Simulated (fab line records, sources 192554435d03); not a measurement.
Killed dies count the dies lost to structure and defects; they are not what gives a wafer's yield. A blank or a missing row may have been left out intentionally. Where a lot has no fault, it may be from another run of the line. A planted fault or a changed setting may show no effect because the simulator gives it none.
3 desks looking at one fault | flow n5-finfet | what lay behind the numbers comes last; until then each desk has only its own

## THE DEFECT DESK
Lot by lot, what the route's inspections counted, given as the mean of those sampled wafers with a number. Any lot whose mean is over 4 standard deviations away from the usual mean is out of limits and marked OUT; that distance is given in the brackets.
Columns: A = raw-defect-count at N5_BEOL_M15_INSPECT_30, usual 2.1
lot  | first seen here | A
L619 | day 12 05:13    | 2.0
L620 | day 12 08:20    | 1.0
L630 | day 15 04:40    | 2.3
L632 | day 15 08:08    | 2.3
L635 | day 16 11:43    | 2.7
L639 | day 17 17:22    | 2.7
This desk's verdict: no lot among the 6 shows anything out of limits.

## AT THE TOOL OWNER'S DESK: rie-diel-06
The tool's own readings at N5_BEOL_M15_ETCH_61 (etches BARC in N2/H2, target depth 89 nm, overetch 26.7 nm, time 67.9 s): means of the sampled wafers that have a number, for each lot that ran on this tool. Any lot whose mean is over 4 standard deviations away from the usual mean is out of limits and marked OUT; that distance is given in the brackets.
Columns: A = drypump-motor-current-A at N5_BEOL_M15_ETCH_61, usual 5.8 A; B = oes-product-au at N5_BEOL_M15_ETCH_61, usual 0.68 a.u.; C = rf-vpp-V at N5_BEOL_M15_ETCH_61, usual 522.4 V; D = showerhead-plenum-p-Torr at N5_BEOL_M15_ETCH_61, usual 2.49 Torr; E = throttle-valve-pct at N5_BEOL_M15_ETCH_61, usual 17.94 %
lot  | first seen here | A   | B    | C     | D    | E
L619 | day 12 05:17    | 5.5 | 0.64 | 521.1 | 2.43 | 17.90
L630 | day 15 04:49    | 5.8 | 0.67 | 520.7 | 2.44 | 17.82
L632 | day 15 08:15    | 5.7 | 0.63 | 522.0 | 2.45 | 17.95
This desk's verdict: no lot among the 3 shows anything out of limits.

## AT THE METROLOGY DESK
What the gauges read, lot by lot, whatever tool the lot ran on: means of the sampled wafers that have a number. Any lot whose mean is over 4 standard deviations away from the usual mean is out of limits and marked OUT; that distance is given in the brackets.
Columns: A = cd-nm at N5_BEOL_M15_CD_MEAS_28, usual 405.6 nm; B = M15_OVL at N5_BEOL_M15_OVL_MEAS_29, usual 1 nm
lot  | first seen here | A     | B
L619 | day 12 05:10    | 405.7 | 0
L620 | day 12 08:17    | 403.7 | 4
L630 | day 15 04:37    | 405.8 | 4
L632 | day 15 08:05    | 406.4 | -2
L635 | day 16 11:40    | 404.3 | 2
L639 | day 17 17:19    | 405.4 | -7
This desk's verdict: no lot among the 6 shows anything out of limits.

## BROUGHT TOGETHER
Nothing the defect desk looked at was out of limits.
The desk of the tool owner found nothing out of limits.
The metrology desk saw nothing out of limits.

## WHAT THE SIMULATOR HAD PUT IN
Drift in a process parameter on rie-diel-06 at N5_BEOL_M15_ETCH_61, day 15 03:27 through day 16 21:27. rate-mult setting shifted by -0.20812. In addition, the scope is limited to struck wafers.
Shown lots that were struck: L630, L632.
